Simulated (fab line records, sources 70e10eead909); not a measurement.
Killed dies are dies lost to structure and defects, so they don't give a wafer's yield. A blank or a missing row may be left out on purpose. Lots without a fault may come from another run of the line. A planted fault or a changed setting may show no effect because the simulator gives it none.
Chamber matching | flow nand_harc | NHARC_A_M0_ETCH_15 on rie_diel-03: 4 sister chambers
The step etches the open film in C4F8/Ar, target depth 150 nm, overetch 15 nm, time 82.5 s. 18 wafers are shown with their chamber, then 8 later ones without.

WAFERS WITH THEIR CHAMBER
wafer  | chamber | run_length_s (s) | rf_vpp_V (V) | oes_product_au (a.u.)
L401.2 | 3       | 103.6            | 441.0        | 0.964
L401.3 | 1       | 103.8            | 443.1        | 0.958
L401.6 | 3       | 103.5            | 442.2        | 0.968
L404.1 | 0       | 104.5            | 443.2        | 0.995
L404.4 | 1       | 103.7            | 442.8        | 0.950
L404.5 | 3       | 103.8            | 440.8        | 0.963
L403.1 | 3       | 103.7            | 441.3        | 0.980
L403.5 | 1       | 104.2            | 440.0        | 0.950
L403.6 | 2       | 104.3            | 441.5        | 0.973
L407.1 | 2       | 104.2            | 439.1        | 0.920
L407.2 | 3       | 103.6            | 441.5        | 0.924
L407.5 | 3       | 104.0            | 440.7        | 0.908
L409.1 | 2       | 103.9            | 440.7        | 0.972
L409.3 | 3       | 103.7            | 442.2        | 0.964
L409.6 | 1       | 103.8            | 443.2        | 0.961
L410.2 | 3       | 103.8            | 442.1        | 0.949
L410.3 | 0       | 104.2            | 444.5        | 0.965
L410.4 | 1       | 103.7            | 442.2        | 0.918

SIGNATURES (means of the wafers above)
reading        | chamber 0 | chamber 1 | chamber 2 | chamber 3 | scatter within a chamber
run_length_s   | 104.350   | 103.840   | 104.133   | 103.713   | 0.184
rf_vpp_V       | 443.850   | 442.260   | 440.433   | 441.475   | 0.985
oes_product_au | 0.98000   | 0.94740   | 0.95500   | 0.95250   | 0.0234
Rule: a wafer's distance from a chamber is the root of the sum, over the readings, of the square of ((its reading less the chamber's mean) divided by the reading's scatter). The wafer belongs to the nearest chamber; if the next one is less than 2 further off, it can't be placed. The scatter: the root of (the sum of the squares of (reading less its chamber's mean) over the shown wafers, divided by (wafers less chambers)).

WAFERS WITHOUT THEIR CHAMBER
wafer  | run_length_s (s) | rf_vpp_V (V) | oes_product_au (a.u.)
L411.1 | 103.9            | 438.9        | 0.931
L411.2 | 104.1            | 443.1        | 0.949
L411.6 | 104.6            | 441.1        | 0.935
L413.4 | 103.7            | 441.3        | 0.976
L413.5 | 103.7            | 442.2        | 0.947
L413.6 | 104.2            | 443.7        | 1.009
L419.3 | 104.1            | 440.8        | 0.947
L419.4 | 103.6            | 441.2        | 0.964

WHICH CHAMBER EACH WENT THROUGH
wafer  | from the rows above               | in truth
L411.1 | can't be placed: 2 or 3 or 1      | 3
L411.2 | can't be placed: 1 or 0 or 3 or 2 | 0
L411.6 | can't be placed: 2 or 0 or 1      | 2
L413.4 | can't be placed: 3 or 1 or 2      | 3
L413.5 | can't be placed: 1 or 3           | 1
L413.6 | 0                                 | 0
L419.3 | can't be placed: 2 or 1 or 3      | 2
L419.4 | can't be placed: 3 or 1           | 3
Placed correctly: 1 of 8. Can't be placed from these rows: 7 (the true chamber is among the candidates in 7). Placed wrongly: 0.
